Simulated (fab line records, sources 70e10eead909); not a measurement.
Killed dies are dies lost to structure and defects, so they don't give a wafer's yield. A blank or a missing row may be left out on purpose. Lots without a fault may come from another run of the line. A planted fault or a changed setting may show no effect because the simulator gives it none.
fab line records | flow nand_harc
record lots=7 wafers=21 last_day=32
route steps=1302 shown P_M2@328
lots that met no fault: from a run of the same line without faults
start_h: hours from the record's first day to the start of the lot's first wafer shown | wait_h: hours since the lot's step before | " the same as in the row above | L1.1+2: a row that stands for several wafers | - no value, or no start given | * or withheld: withheld | < > ~ a bound
route shown NAME@n: a module of which the file shows steps, and the number in the route of the first | usual: mean/standard deviation of fault-free wafers | same: alike in all rows | chamber/n: place in a boat | sites: the reading at each site | _std_site: their standard deviation | _edge_site: outer sites' mean less inner sites' | radius_mm: how far each site lies from the wafer's centre | mask NAME#n: copy n | behind: the tool/chamber that last shaped the wafer | hold: why the lot was held/for how many hours/how that ended | device: the transistor (n, p or np) that didn't switch | end of line: the same wafers' tests at the end of the route | a step without rows: its recipe alone | killed: dies lost to structure and defects at the first sort, not the wafer's yield | map: a wafer's dies, x killed, . not, _ none there
set.NAME: the setting as run; set.NAME@STEP: as run at that earlier step | model.NAME: the simulator's own value behind a step, which no gauge read
lots at some steps of the route; a table a step, a row a wafer
services: from which hour (start_h, from the record's first day; less than 0 if before it) a tool's chamber was out of use, for how many hours, and why
## steps
# step NHARC_P_M2_CD_MEAS_09
# recipe target_cd_nm=170 landing_energy_ev=500
# usual cd_nm=170.1/0.66
# columns lot.wafer tool chamber start_h wait_h cd_nm
L307.1 cd_sem-03 0 170.10 - 168.6
L307.5 " 0 " " 169.7
L307.6 " 0 " " 169.1
L312.1 cd_sem-03 0 217.70 - 170.7
L312.5 " 0 " " 170.4
L312.6 " 0 " " 170.2
L317.1 cd_sem-02 0 276.04 - 170.5
L317.4 " 0 " " 170.0
L317.6 " 0 " " 170.1
L318.1 cd_sem-02 0 286.70 - 170.7
L318.5 " 0 " " 170.5
L318.6 " 0 " " 170.9
L319.1 cd_sem-01 0 299.57 - 170.0
L319.4 " 0 " " 170.2
L319.5 " 0 " " 169.1
L320.1 cd_sem-01 0 300.29 - 169.8
L320.4 " 0 " " 170.3
L320.5 " 0 " " 169.8
L323.1 cd_sem-01 0 329.00 - 169.7
L323.2 " 0 " " 170.5
L323.3 " 0 " " 169.9
# step NHARC_P_M2_OVL_MEAS_10
# recipe pitch_nm=340
# usual overlay_x_nm=0.1/0.6 overlay_y_nm=-0.1/0.75
# columns lot.wafer tool chamber start_h wait_h overlay_x_nm overlay_y_nm
L307.1 overlay-02 - 170.19 - 0.7 1.4
L307.5 " - " " 1.1 1.1
L307.6 " - " " 0.4 1.4
L312.1 overlay-01 - 217.79 - -0.1 0.5
L312.5 " - " " 0.0 0.2
L312.6 " - " " -0.1 0.4
L317.1 overlay-02 - 276.13 - -0.5 -0.7
L317.4 " - " " -0.6 -1.1
L317.6 " - " " -0.1 -0.9
L318.1 overlay-01 - 286.78 - 1.0 0.3
L318.5 " - " " 0.3 0.1
L318.6 " - " " 1.4 0.0
L319.1 overlay-01 - 299.66 - -1.2 0.1
L319.4 " - " " -1.7 -0.2
L319.5 " - " " -0.3 0.6
L320.1 overlay-01 - 300.38 - 0.5 -0.3
L320.4 " - " " 0.5 -0.1
L320.5 " - " " 0.3 -0.3
L323.1 overlay-01 - 329.09 - -0.5 -0.5
L323.2 " - " " -0.6 -1.0
L323.3 " - " " -0.8 -0.5
# step NHARC_P_M2_INSPECT_11
# usual raw_defect_count=4.9/2.8
# columns lot.wafer tool chamber start_h wait_h raw_defect_count
L307.1 defect_inspect-02 - 170.23 0.0 4
L307.5 " - " " 3
L307.6 " - " " 8
L312.1 defect_inspect-02 - 217.82 0.0 4
L312.5 " - " " 8
L312.6 " - " " 10
L317.1 defect_inspect-02 - 276.17 0.0 3
L317.4 " - " " 3
L317.6 " - " " 0
L318.1 defect_inspect-02 - 286.82 0.0 7
L318.5 " - " " 2
L318.6 " - " " 3
L319.1 defect_inspect-01 - 299.70 0.0 3
L319.4 " - " " 0
L319.5 " - " " 2
L320.1 defect_inspect-02 - 300.42 0.0 2
L320.4 " - " " 10
L320.5 " - " " 4
L323.1 defect_inspect-02 - 329.12 0.0 2
L323.2 " - " " 2
L323.3 " - " " 5
# step NHARC_P_M2_DESCUM_14
# recipe time_s=3 o2_flow_sccm=200 ar_flow_sccm=0 bias_power_w=0 chemistry=O2
# usual drypump_motor_current_A=5.7/0.56 oes_product_au=1.005/0.012 rf_vpp_V=57.9/0.93 showerhead_plenum_p_Torr=1.93/0.073 throttle_valve_pct=11.311/0.0095
# same bias_power_w=0
# columns lot.wafer tool chamber start_h wait_h drypump_motor_current_A oes_product_au rf_hours_counter_h rf_vpp_V showerhead_plenum_p_Torr throttle_valve_pct
L307.1 rie_diel-07 2 170.30 0.1 5.9 1.025 1.8 57.2 1.92 11.322
L307.5 " 1 " " 6.7 1.020 - 58.6 2.00 11.312
L307.6 " 2 " " 6.0 1.013 - 59.6 1.92 11.299
L312.1 rie_diel-13 3 217.90 0.1 4.8 0.992 3.7 58.7 2.01 11.309
L312.6 " 1 " " 5.3 0.999 - 59.6 2.03 11.313
L312.5 " 2 " " 5.5 0.999 - 58.4 1.92 11.321
L317.1 rie_diel-07 2 276.24 0.1 5.9 1.018 5.5 57.0 1.92 11.312
L317.4 " 3 " " 5.5 1.011 6.1 57.8 1.87 11.320
L317.6 " 1 " " 6.7 1.033 - 57.5 2.00 11.323
L318.1 rie_diel-07 0 286.88 0.1 5.1 1.012 6.8 58.6 1.91 11.307
L318.6 " 0 " " 5.1 1.009 - 57.9 1.91 11.304
L318.5 " 1 " " 6.7 1.033 - 58.8 2.00 11.313
L319.4 rie_diel-13 1 299.76 0.1 5.4 0.993 7.9 56.0 2.03 11.310
L319.1 " 2 " " 5.6 1.000 7.0 57.8 1.92 11.326
L319.5 " 2 " " 5.5 1.000 - 57.0 1.92 11.303
L320.1 rie_diel-13 0 300.48 0.1 5.9 1.007 7.8 58.3 1.84 11.307
L320.4 " 1 " " 5.3 0.998 7.9 57.1 2.03 11.320
L320.5 " 1 " " 5.3 1.004 - 58.9 2.03 11.315
L323.1 rie_diel-07 0 329.18 0.1 5.0 1.001 0.9 59.4 1.91 11.310
L323.2 " 1 " " 6.7 1.013 1.0 57.5 2.00 11.297
L323.3 " 3 " " 5.5 1.004 1.2 57.1 1.87 11.308
# step NHARC_P_M2_ETCH_35
# recipe target_depth_a=400 overetch_a=120 time_s=43.94 ion_energy_ev=200 n2_flow_sccm=150 h2_flow_sccm=150 ar_flow_sccm=0 rf_w=400 bias_w=150 chemistry=N2/H2
# usual drypump_motor_current_A=5.7/0.54 oes_product_au=1.005/0.0098 rf_fwd_power_W=394.7/1.6 rf_vpp_V=430.8/2.4 showerhead_plenum_p_Torr=2.05/0.082 throttle_valve_pct=14.172/0.0087
# columns lot.wafer tool chamber start_h wait_h drypump_motor_current_A oes_product_au rf_fwd_power_W rf_hours_counter_h rf_vpp_V showerhead_plenum_p_Torr throttle_valve_pct
L307.1 rie_diel-07 1 170.39 0.1 6.7 1.012 394.9 1.7 434.5 2.14 14.174
L307.6 " 2 " " 5.9 1.011 397.3 - 430.9 2.04 14.173
L307.5 " 3 " " 5.5 1.007 392.8 - 429.4 1.99 14.181
L312.1 rie_diel-13 3 217.99 0.1 4.9 1.000 391.1 3.7 434.5 2.15 14.164
L312.5 " 0 " " 5.9 1.018 391.2 - 427.8 1.96 14.170
L312.6 " 1 " " 5.4 0.999 394.5 - 433.0 2.17 14.169
L317.1 rie_diel-07 3 276.32 0.1 5.5 1.007 396.4 6.1 430.2 1.99 14.157
L317.4 " 0 " " 5.0 0.989 396.3 6.0 430.4 2.03 14.171
L317.6 " 3 " " 5.5 1.008 395.7 - 429.9 1.99 14.171
L318.1 rie_diel-07 3 286.97 0.1 5.5 1.005 395.8 6.9 429.6 1.99 14.178
L318.5 " 2 " " 5.9 1.002 396.3 - 428.6 2.04 14.177
L318.6 " 3 " " 5.5 1.007 398.0 - 427.9 1.99 14.170
L319.1 rie_diel-13 2 299.85 0.1 5.5 1.004 394.1 7.0 430.0 2.05 14.164
L319.4 " 3 " " 4.9 0.996 394.0 6.9 433.3 2.15 14.173
L319.5 " 1 " " 5.3 0.996 393.5 - 433.1 2.16 14.171
L320.4 rie_diel-13 2 300.57 0.1 5.6 1.000 393.3 7.1 432.3 2.05 14.173
L320.1 " 3 " " 4.8 0.986 392.4 7.0 432.6 2.15 14.176
L320.5 " 1 " " 5.3 0.990 393.6 - 432.8 2.16 14.169
L323.3 rie_diel-07 3 329.28 0.1 5.5 1.014 392.7 1.2 429.2 1.99 14.173
L323.1 " 0 " " 5.1 0.994 394.1 1.0 429.2 2.03 14.165
L323.2 " 1 " " 6.7 1.011 396.1 1.0 431.3 2.14 14.165
# step NHARC_P_M2_ETCH_15
# recipe target_depth_a=1825 time_s=91.2 c4f8_flow_sccm=withheld ar_flow_sccm=400 rf_w=600 bias_w=300 chemistry=C4F8/Ar
# step NHARC_P_M2_CD_MEAS_16
# usual cd_nm=170.0/0.88
# columns lot.wafer tool chamber start_h wait_h cd_nm
L307.1 cd_sem-01 - 170.59 - 168.4
L307.5 " - " " 169.0
L307.6 " - " " 168.8
L312.1 cd_sem-02 - 218.19 - 169.8
L312.5 " - " " 171.0
L312.6 " - " " 169.6
L317.1 cd_sem-03 - 276.53 - 170.5
L317.4 " - " " 169.2
L317.6 " - " " 170.8
L318.1 cd_sem-01 - 287.18 - 170.5
L318.5 " - " " 170.5
L318.6 " - " " 170.6
L319.1 cd_sem-03 - 300.06 - 171.6
L319.4 " - " " 169.7
L319.5 " - " " 169.4
L320.1 cd_sem-02 - 300.78 - 169.3
L320.4 " - " " 170.2
L320.5 " - " " 169.3
L323.1 cd_sem-01 - 329.53 - 168.8
L323.2 " - " " 170.0
L323.3 " - " " 170.4
# step NHARC_P_M2_STRIP_18
# recipe power_w=1000 n2_flow_sccm=150 h2_flow_sccm=150 ar_flow_sccm=0 bias_w=0 chemistry=N2/H2
# step NHARC_P_M2_ETCH_28
# recipe target_depth_a=300 over_etch_frac=0.3 time_s=72.99 ion_energy_ev=150 cf4_flow_sccm=50 n2_flow_sccm=100 ar_flow_sccm=150 rf_w=300 bias_w=100 chemistry=CF4/N2
# usual cf4_flow_sccm=49.99/0.15 drypump_motor_current_A=5.6/0.47 oes_product_au=1.002/0.01 rf_fwd_power_W=297.3/1 rf_vpp_V=314.2/2.1 showerhead_plenum_p_Torr=2.63/0.12 throttle_valve_pct=19.794/0.0093
# columns lot.wafer tool chamber start_h wait_h cf4_flow_sccm drypump_motor_current_A oes_product_au rf_fwd_power_W rf_hours_counter_h rf_vpp_V showerhead_plenum_p_Torr throttle_valve_pct
L307.1 rie_diel-07 2 - - 49.57 5.9 1.015 299.0 1.9 313.5 2.63 19.790
L307.6 " 3 " " 49.93 5.5 1.004 297.9 - 313.5 2.57 19.785
L307.5 " 0 " " 50.29 5.0 1.005 297.4 - 314.1 2.62 19.795
L312.1 rie_diel-13 0 - - 50.09 5.8 1.006 296.9 3.3 310.6 2.53 19.800
L312.6 " 1 " " 49.95 5.3 0.999 296.4 - 316.2 2.77 19.792
L312.5 " 2 " " 50.21 5.6 1.008 297.5 - 315.0 2.64 19.782
L317.4 rie_diel-07 3 - - 50.13 5.5 1.015 297.3 6.2 312.8 2.57 19.769
L317.1 " 2 " " 49.75 5.9 1.002 297.5 5.6 315.4 2.63 19.797
L317.6 " 3 " " 49.83 5.5 1.009 298.0 - 311.6 2.57 19.812
L318.1 rie_diel-09 3 - - 49.86 5.4 0.985 296.7 6.7 317.4 2.81 19.790
L318.6 " 2 " " 50.00 5.5 0.986 297.9 - 310.2 2.47 19.810
L318.5 " 3 " " 50.06 5.4 0.998 296.6 - 315.6 2.81 19.785
L319.1 rie_diel-09 1 - - 49.95 5.6 0.993 297.1 7.5 311.5 2.46 19.795
L319.4 " 2 " " 49.82 5.5 0.975 298.1 6.6 311.9 2.47 19.789
L319.5 " 0 " " 50.03 6.4 1.002 297.3 - 314.2 2.56 19.772
L320.4 rie_diel-09 0 - - 49.95 6.5 1.008 297.2 7.6 312.8 2.56 19.800
L320.1 " 1 " " 49.99 5.7 0.994 298.2 7.6 310.3 2.46 19.798
L320.5 " 3 " " 50.07 5.4 0.993 297.3 - 318.0 2.81 19.780
L323.3 rie_diel-09 2 - - 50.22 5.5 0.996 295.6 0.0 311.9 2.47 19.805
L323.1 " 3 " " 49.96 5.4 0.997 297.3 0.0 315.7 2.81 19.783
L323.2 " 0 " " 50.01 6.4 1.003 299.1 0.1 313.7 2.56 19.790
# step NHARC_P_M2_STRIP_19
# recipe time_s=600 temp_c=30 chemistry=post_etch_residue_remover
# step NHARC_P_M2_DEGAS_29
# recipe temp_c=250 time_s=60
# usual heater_power_w=338/28 susceptor_temp_C=250.02/0.16
# columns lot.wafer tool chamber start_h wait_h heater_power_w susceptor_temp_C
L307.1 pvd_sputter-01 - 171.33 - 340 250.04
L307.5 " - " " 341 249.67
L307.6 " - " " 320 249.93
L312.1 pvd_sputter-03 - 218.91 - 373 250.30
L312.5 " - " " 347 249.91
L312.6 " - " " 373 250.14
L317.1 pvd_sputter-02 - 277.25 - 288 250.24
L317.4 " - " " 326 250.35
L317.6 " - " " 374 249.80
L318.1 pvd_sputter-01 - 287.90 - 320 250.07
L318.5 " - " " 317 249.93
L318.6 " - " " 387 249.81
L319.1 pvd_sputter-03 - 300.79 - 345 -
L319.4 " - " " 344 -
L319.5 " - " " 319 -
L320.4 pvd_sputter-02 - 301.49 - 364 249.96
L320.1 " - " " 279 250.38
L320.5 " - " " 362 250.11
L323.1 pvd_sputter-01 - 330.25 - 398 -
L323.3 " - " " 326 -
L323.2 " - " " 329 -
# step NHARC_P_M2_PRE_CLEAN_30
# recipe time_s=30 temp_c=280 gas=H2/He
# step NHARC_P_M2_PVD_20
# recipe target_thk_a=50 bias_v=168.6 power_w=15000 chamber_pressure_pa=0.12 time_s=8.06 substrate_temp_c=50 material=TaN
# usual bias_v=168.5/1.8 cathode_dc_power_W=15000/3.1 throttle_valve_pct=29.9/0.96
# columns lot.wafer tool chamber start_h wait_h bias_v cathode_dc_power_W throttle_valve_pct
L307.1 pvd_sputter-01 - 171.45 - 170.9 14999 29.7
L307.5 " - " " 169.1 14999 28.1
L307.6 " - " " 171.1 14995 29.2
L312.1 pvd_sputter-03 - 219.04 - 165.5 15004 29.8
L312.6 " - " " 165.8 15001 29.9
L312.5 " - " " 170.2 14996 28.7
L317.4 pvd_sputter-02 - 277.39 - - - -
L317.1 " - " " - - -
L317.6 " - " " - - -
L318.1 pvd_sputter-01 - 288.02 - - - -
L318.6 " - " " - - -
L318.5 " - " " - - -
L319.1 pvd_sputter-03 - 300.92 - - - -
L319.4 " - " " - - -
L319.5 " - " " - - -
L320.4 pvd_sputter-02 - 301.62 - 169.6 15005 29.0
L320.1 " - " " 169.4 14999 28.8
L320.5 " - " " 167.8 14999 29.2
L323.3 pvd_sputter-01 - 330.35 - 170.5 14998 30.4
L323.2 " - " " 169.9 15004 28.1
L323.1 " - " " 166.9 15004 29.9
# step NHARC_P_M2_PVD_21
# recipe target_thk_a=300 chamber_pressure_pa=5 power_w=5000 substrate_temp_c=30 time_s=20.49 material=Cu
# usual cathode_dc_power_W=5000.1/0.87 chamber_pressure_pa=5.001/0.01 throttle_valve_pct=29.8/0.97
# columns lot.wafer tool chamber start_h wait_h cathode_dc_power_W chamber_pressure_pa throttle_valve_pct
L307.1 pvd_sputter-01 - - - 4998.6 5.000 30.9
L307.5 " - " " 5000.5 5.008 29.2
L307.6 " - " " 5000.2 4.994 29.8
L312.1 pvd_sputter-03 - - - 4998.6 4.997 28.6
L312.6 " - " " 5001.2 4.999 29.5
L312.5 " - " " 5000.4 4.985 30.3
L317.4 pvd_sputter-02 - - - 5000.6 5.003 29.2
L317.1 " - " " 5000.7 5.006 29.6
L317.6 " - " " 5001.1 5.021 30.3
L318.1 pvd_sputter-01 - - - 5000.4 4.991 27.9
L318.6 " - " " 5000.0 5.012 31.0
L318.5 " - " " 5000.8 5.001 27.9
L319.1 pvd_sputter-03 - - - 5000.9 4.990 29.7
L319.4 " - " " 5000.8 4.989 30.2
L319.5 " - " " 5000.0 4.990 29.7
L320.4 pvd_sputter-02 - - - 5000.2 4.999 29.2
L320.1 " - " " 4998.6 5.007 31.4
L320.5 " - " " 5001.6 5.005 29.2
L323.2 pvd_sputter-01 - - - 4999.5 4.991 30.0
L323.3 " - " " 4999.7 5.002 30.2
L323.1 " - " " 5000.9 5.007 31.1
## services
# columns tool chamber start_h hours kind
rie_diel-07 0 150.73 - clean
rie_diel-07 1 150.73 - clean
rie_diel-07 2 150.73 - clean
rie_diel-07 3 150.73 - clean
rie_diel-13 3 155.95 2.7 repair
rie_diel-13 2 158.24 3.8 repair
rie_diel-13 - 165.41 9.0 pm
pvd_sputter-03 - 169.21 6.8 repair
rie_diel-07 0 175.23 - clean
rie_diel-07 1 175.23 - clean
pvd_sputter-03 - 176.05 10.0 pm
rie_diel-09 - 182.81 0.9 repair
rie_diel-07 2 207.35 4.1 repair
rie_diel-07 - 223.36 2.2 repair
rie_diel-09 0 227.22 16.6 repair
pvd_sputter-01 - 227.23 10.0 pm
rie_diel-09 2 227.75 3.5 repair
rie_diel-07 1 265.40 6.0 repair
pvd_sputter-02 - 282.80 10.0 pm
rie_diel-07 - 294.23 9.0 pm
rie_diel-09 2 311.39 3.0 repair
pvd_sputter-03 - 313.90 0.7 repair
rie_diel-09 - 320.13 9.0 pm
rie_diel-07 2 329.07 2.6 repair
## key
first_sign step=NHARC_P_M2_PVD_20 reading=tool_record direction=missing
effect none on later readings
met_at NHARC_P_M2_PVD_20
struck_wafers L317.1,L317.4,L317.6,L318.1,L318.5,L318.6,L319.1,L319.4,L319.5
later_rows_left_out L317.1,L317.4,L317.6,L318.1,L318.5,L318.6,L319.1,L319.4,L319.5
sort_left_out L317.1,L317.4,L317.6,L318.1,L318.5,L318.6,L319.1,L319.4,L319.5
onset_between 219.04 277.39
fault kind=skipped_step_whole tool=pvd_sputter-01,pvd_sputter-02,pvd_sputter-03 chamber=- onset_h=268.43 steps=NHARC_P_M2_PVD_20 scope=struck_lots_only
# sort_left_out: the simulated sort isn't trusted on such a fault, so these wafers' sort isn't shown, and their yield isn't known
# later_rows_left_out: the simulator's readings of these wafers behind a module that went badly wrong aren't trusted and aren't shown, but for the sort
